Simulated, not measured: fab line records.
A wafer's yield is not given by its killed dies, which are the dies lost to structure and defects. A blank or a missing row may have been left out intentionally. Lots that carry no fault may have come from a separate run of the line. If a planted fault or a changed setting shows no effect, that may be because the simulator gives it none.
Matching of chambers + flow nandHarc + NHARC_A_CHANNEL_FILL_D1_CMP_10 on cmp-01 has 4 sister chambers
The step polishes, target thk 150 nm. 4 wafers are shown with their chamber, then 8 later ones without.

EACH WAFER AND ITS CHAMBER
| wafer  | chamber | motorCurrentA (A) |
|--------|---------|-------------------|
| L084.3 | 2       | 10.9              |
| L087.2 | 1       | 11.1              |
| L087.5 | 0       | 11.2              |
| L090.3 | 3       | 14.1              |

WAFERS WITH NO CHAMBER GIVEN
| wafer  | motorCurrentA (A) |
|--------|-------------------|
| L090.4 | 11.3              |
| L090.5 | 12.9              |
| L091.2 | 11.9              |
| L091.5 | 11.7              |
| L091.6 | 11.1              |
| L096.1 | 13.6              |
| L096.2 | 10.7              |
| L096.4 | 11.7              |

WHICH CHAMBER EACH ONE RAN IN
| wafer  | from the rows above               | in truth |
|--------|-----------------------------------|----------|
| L090.4 | can't be placed: 0 or 1 or 2      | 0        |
| L090.5 | can't be placed: 3 or 0 or 1 or 2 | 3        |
| L091.2 | can't be placed: 0 or 1 or 2      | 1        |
| L091.5 | can't be placed: 0 or 1 or 2      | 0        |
| L091.6 | can't be placed: 1 or 0 or 2      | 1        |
| L096.1 | 3                                 | 3        |
| L096.2 | can't be placed: 2 or 1 or 0      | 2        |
| L096.4 | can't be placed: 0 or 1 or 2      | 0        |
Correct placement for 1 of the 8. Can't be placed from these rows: 7 (the true chamber is among the candidates in 7). Placed wrongly: 0.
How it was worked out, from the rows above alone: a wafer's distance from a chamber is the root of the sum, over the readings, of the square of ((its reading less the chamber's mean) divided by the reading's scatter). If the next closest chamber is less than 2 further off than the closest, the wafer can't be placed; otherwise it belongs to the closest. The mean given for a chamber averages the wafers shown for that chamber. The scatter: with one shown wafer a chamber, the root of the mean of the squares of how far each hidden wafer lies from its nearest shown one.
